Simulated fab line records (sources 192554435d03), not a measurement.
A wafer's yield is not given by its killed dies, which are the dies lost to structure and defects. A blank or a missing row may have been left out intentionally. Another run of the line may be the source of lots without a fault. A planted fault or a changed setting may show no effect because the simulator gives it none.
Chamber matching | flow n5 finfet | 3 sister chambers for N5_BEOL_M10_PECVD_70 on pecvd-02
The step deposits SiO2 from TEOS/O2, target thk 20 nm, time 22.7 s. 6 wafers are shown with their chamber, then 7 later ones without.

## EACH WAFER AND ITS CHAMBER
wafer  | chamber | throttle valve pct (%) | showerhead plenum p Torr (Torr)
L085.4 | 2       | 22.3                   | 8.72
L087.3 | 1       | 22.9                   | 8.82
L087.4 | 1       | 22.7                   | 8.83
L087.6 | 2       | 22.2                   | 8.73
L096.2 | 0       | 20.7                   | 8.77
L096.4 | 0       | 21.0                   | 8.76

## WAFERS WHOSE CHAMBER IS MISSING
wafer  | throttle valve pct (%) | showerhead plenum p Torr (Torr)
L096.6 | 22.9                   | 8.82
L092.3 | 22.4                   | 8.73
L092.5 | 21.0                   | 8.74
L092.6 | 22.4                   | 8.82
L097.1 | 20.9                   | 8.77
L097.5 | 22.3                   | 8.72
L097.6 | 22.5                   | 8.84

## THE CHAMBER EACH PASSED THROUGH
wafer  | from the rows above | in truth
L096.6 | 1                   | 1
L092.3 | 2                   | 2
L092.5 | 0                   | 0
L092.6 | 1                   | 1
L097.1 | 0                   | 0
L097.5 | 2                   | 2
L097.6 | 1                   | 1
Correct placement for 7 of the 7. Number that these rows cannot place: 0. Number placed wrongly: 0.
How it was worked out, from the rows above alone: a wafer's distance from a chamber is the root of the sum, over the readings, of the square of ((its reading less the chamber's mean) divided by the reading's scatter). If the next closest chamber is less than 2 further off than the closest, the wafer can't be placed; otherwise it belongs to the closest. A chamber's mean is the mean of its shown wafers. The scatter: the root of (the sum of the squares of (reading less its chamber's mean) over the shown wafers, divided by (wafers less chambers)).
